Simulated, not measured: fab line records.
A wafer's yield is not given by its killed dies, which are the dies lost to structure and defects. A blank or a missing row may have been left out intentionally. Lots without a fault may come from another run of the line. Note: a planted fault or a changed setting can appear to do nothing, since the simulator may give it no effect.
Which of the tools did it?    flow nand_harc    Sampling: 12 lots, 36 wafers, 5 of 1159 route steps

== WHAT EACH GAUGE READ, for each wafer ==
NHARC_P_M0_OVL_MEAS_10: pitch 180 nm.
lot   measured      on          overlay_x_nm (nm)
L075  day 6 05:43   overlay-02  -1.3 -1.2 -1.5
L076  day 6 15:58   overlay-01  0.4 0.1 0.4
L079  day 7 03:01   overlay-01  -0.8 -0.8 -1.1
L080  day 7 10:51   overlay-02  0.6 0.2 0.2
L084  day 8 05:41   overlay-02  -0.9 -1.2 -1.0
L085  day 9 03:52   overlay-01  0.6 0.9 0.3
L087  day 9 02:52   overlay-01  -0.1 0.4 -0.1
L090  day 10 02:10  overlay-01  0.5 0.9 0.8
L091  day 10 02:49  overlay-01  2.3 2.2 2.2
L092  day 10 10:27  overlay-02  0.1 -0.1 0.2
L095  day 10 22:49  overlay-01  0.4 0.4 0.1
L097  day 11 12:53  overlay-01  -0.5 -0.8 -0.5

== TOOL THAT RAN EACH LOT (tool first, then ch and the chambers of the sampled wafers, then the start) ==
lot   NHARC_P_STI_CMP_21            NHARC_P_GATE_STRIP_75                 NHARC_P_CONTACT_ETCH_36                       NHARC_P_CONTACT_ALD_22
L075  cmp-01 ch 0,1,2, day 3 11:38  plasma_asher-02 ch 0,1, day 5 08:47   rie_diel-02 ch 0,1, day 5 18:50 or earlier    ald_metal-01 ch 1,2, day 5 18:50
L076  cmp-01 ch 0,2,3, day 3 23:38  plasma_asher-01 ch 0,1, day 5 23:49   rie_diel-02 ch 0,2, day 6 09:31 or earlier    ald_metal-01 ch 1,3, day 6 09:31
L079  cmp-01 ch 1,2, day 4 15:11    plasma_asher-01 ch 0,1, day 6 13:45   rie_diel-02 ch 0,2,3, day 6 23:12 or earlier  ald_metal-02 ch 0,2,3, day 6 23:12
L080  cmp-01 ch 0,2,3, day 5 00:08  plasma_asher-01 ch 0,1, day 6 23:11   rie_diel-09 ch 0,2,3, day 7 08:34 or earlier  ald_metal-02 ch 0,2,3, day 7 08:34
L084  cmp-01 ch 1,2, day 5 18:29    plasma_asher-02 ch 0,1, day 7 17:36   rie_diel-02 ch 0,1,3, day 8 03:08 or earlier  ald_metal-04 ch 0,2,3, day 8 03:08
L085  cmp-01 ch 2,3, day 6 14:14    plasma_asher-01 ch 0,1, day 8 16:24   rie_diel-02 ch 1,2,3, day 9 01:47 or earlier  ald_metal-04 ch 1,2,3, day 9 01:47
L087  cmp-03 ch 2,3, day 6 14:14    plasma_asher-01 ch 0,1, day 8 10:04   rie_diel-09 ch 0,2,3, day 8 20:38 or earlier  ald_metal-01 ch 0,2,3, day 8 20:38
L090  cmp-01 ch 0,3, day 7 08:09    plasma_asher-01 ch 1, day 9 06:32     rie_diel-02 ch 0,3, day 9 15:46 or earlier    ald_metal-01 ch 0,2,3, day 9 15:46
L091  cmp-01 ch 1,2, day 7 12:32    plasma_asher-02 ch 0,1, day 9 12:24   rie_diel-09 ch 0,1, day 9 21:41 or earlier    ald_metal-02 ch 1,2,3, day 9 21:41
L092  cmp-01 ch 0,1,3, day 7 21:14  plasma_asher-02 ch 1, day 9 22:04     rie_diel-09 ch 2,3, day 10 08:11 or earlier   ald_metal-02 ch 0,3, day 10 08:11
L095  cmp-02 ch 0,2, day 8 12:17    plasma_asher-01 ch 0, day 10 10:04    rie_diel-02 ch 2,3, day 10 19:59 or earlier   ald_metal-01 ch 0,1,2, day 10 19:59
L097  cmp-01 ch 0,1,2, day 9 02:55  plasma_asher-02 ch 0,1, day 11 00:33  rie_diel-09 ch 0,1, day 11 10:25 or earlier   ald_metal-02 ch 0,1,2, day 11 10:25
- NHARC_P_STI_CMP_21: polishes, t overpolish 20 s, target thk 380.67 nm.
- NHARC_P_GATE_STRIP_75: strips in O2.
- NHARC_P_CONTACT_ETCH_36: etches the open film in N2/H2, target depth 260 nm, time 406.25 s.
- NHARC_P_CONTACT_ALD_22: deposits TiN, target thk 3 nm, pulse time 1 s, ald cycles 150.

== THE ANSWER, worked out from the rows above alone ==
Rule: the usual values come from the lots themselves. Put in order of their means at a reading, lots are off if they are a third of the lots or fewer, leave a main group of 4 or more, and stand apart from it by a gap of 3 or more times the standard deviation of the main group's means; of several such gaps the widest counts. The tables above print the reading to a certain number of digits; a main group whose means all agree to those digits is not used. A lot without any number at a reading at which 4 lots or more have one is off too. Any other lot the step has rows for is counted as sound.
Across all readings shown, no lot is off: no conclusion can be drawn from this.

== WHAT HAD BEEN PUT IN BY THE SIMULATOR ==
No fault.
